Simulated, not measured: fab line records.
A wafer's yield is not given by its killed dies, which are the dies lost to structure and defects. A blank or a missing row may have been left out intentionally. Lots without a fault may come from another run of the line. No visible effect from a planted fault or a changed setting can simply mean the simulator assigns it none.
What tool caused it? || flow n5 finfet || 10 lots, 30 wafers sampled, at 2 steps of a route of 1938

WHAT THE GAUGES READ, wafer by wafer
N5_FIN_CUT_INSPECT_17: inspects for defects (brightfield).
{"lot": "L100", "measured": "day 2 07:57", "on": "defect inspect-01", "raw defect count": "176 132 161"}
{"lot": "L102", "measured": "day 2 15:59", "on": "defect inspect-02", "raw defect count": "211 209 226"}
{"lot": "L105", "measured": "day 3 09:49", "on": "defect inspect-01", "raw defect count": "241 220 285"}
{"lot": "L106", "measured": "day 3 17:17", "on": "defect inspect-02", "raw defect count": "127 215 201"}
{"lot": "L107", "measured": "day 3 22:08", "on": "defect inspect-01", "raw defect count": "1780 1649 1630"}
{"lot": "L109", "measured": "day 4 11:37", "on": "defect inspect-02", "raw defect count": "1632 1633 1754"}
{"lot": "L119", "measured": "day 7 04:14", "on": "defect inspect-02", "raw defect count": "143 221 183"}
{"lot": "L120", "measured": "day 7 04:41", "on": "defect inspect-02", "raw defect count": "216 182 264"}
{"lot": "L121", "measured": "day 7 12:20", "on": "defect inspect-02", "raw defect count": "235 214 223"}
{"lot": "L122", "measured": "day 7 16:54", "on": "defect inspect-01", "raw defect count": "269 257 185"}

TOOL THAT RAN EACH LOT (tool first, then ch and the chambers of the sampled wafers, then the start)
{"lot": "L100", "N5_FIN_CUT_CUT_ETCH_15": "rie si-02 ch 0,2,3, day 2 07:35"}
{"lot": "L102", "N5_FIN_CUT_CUT_ETCH_15": "rie si-05 ch 0,1,3, day 2 15:42"}
{"lot": "L105", "N5_FIN_CUT_CUT_ETCH_15": "rie si-06 ch 0,1, day 3 09:32"}
{"lot": "L106", "N5_FIN_CUT_CUT_ETCH_15": "rie si-02 ch 0,1, day 3 17:01"}
{"lot": "L107", "N5_FIN_CUT_CUT_ETCH_15": "rie si-02 ch 1,2, day 3 21:51"}
{"lot": "L109", "N5_FIN_CUT_CUT_ETCH_15": "rie si-02 ch 0,1,3, day 4 11:20"}
{"lot": "L119", "N5_FIN_CUT_CUT_ETCH_15": "rie si-02 ch 0,2,3, day 7 03:58"}
{"lot": "L120", "N5_FIN_CUT_CUT_ETCH_15": "rie si-02 ch 0,1,2, day 7 04:24"}
{"lot": "L121", "N5_FIN_CUT_CUT_ETCH_15": "rie si-02 ch 0,1,3, day 7 11:58"}
{"lot": "L122", "N5_FIN_CUT_CUT_ETCH_15": "rie si-06 ch 1,2,3, day 7 16:37"}
- N5_FIN_CUT_CUT_ETCH_15: etches Si in HBr/Cl2/O2, target depth 100 nm, bt time 10 s, time 42.4 s.

THE ANSWER, worked out from the rows above alone
Rule: the lots themselves supply what counts as usual. The widest of any qualifying gaps counts: lots, ordered by their means at a reading, are off when they make up no more than a third of the lots, leave a main group of 4 or more, and stand apart from it by 3 or more times the standard deviation of that group's means. If all means in a main group match to the digits the tables above print for the reading, that group is not used. A lot without any number at a reading at which 4 lots or more have one is off too. All remaining lots with rows at the step are treated as sound.
Off at N5_FIN_CUT_INSPECT_17 (raw defect count): L107, L109. Main group: mean 208, sd 30.
A tool fits if, at a process step before that reading, it ran every lot that is off, and no sound lot after the first of them. Those tools and the gauges at N5_FIN_CUT_INSPECT_17 are tried in the same way. Not one of the candidates tried fits.

WHAT HAD BEEN PUT IN BY THE SIMULATOR
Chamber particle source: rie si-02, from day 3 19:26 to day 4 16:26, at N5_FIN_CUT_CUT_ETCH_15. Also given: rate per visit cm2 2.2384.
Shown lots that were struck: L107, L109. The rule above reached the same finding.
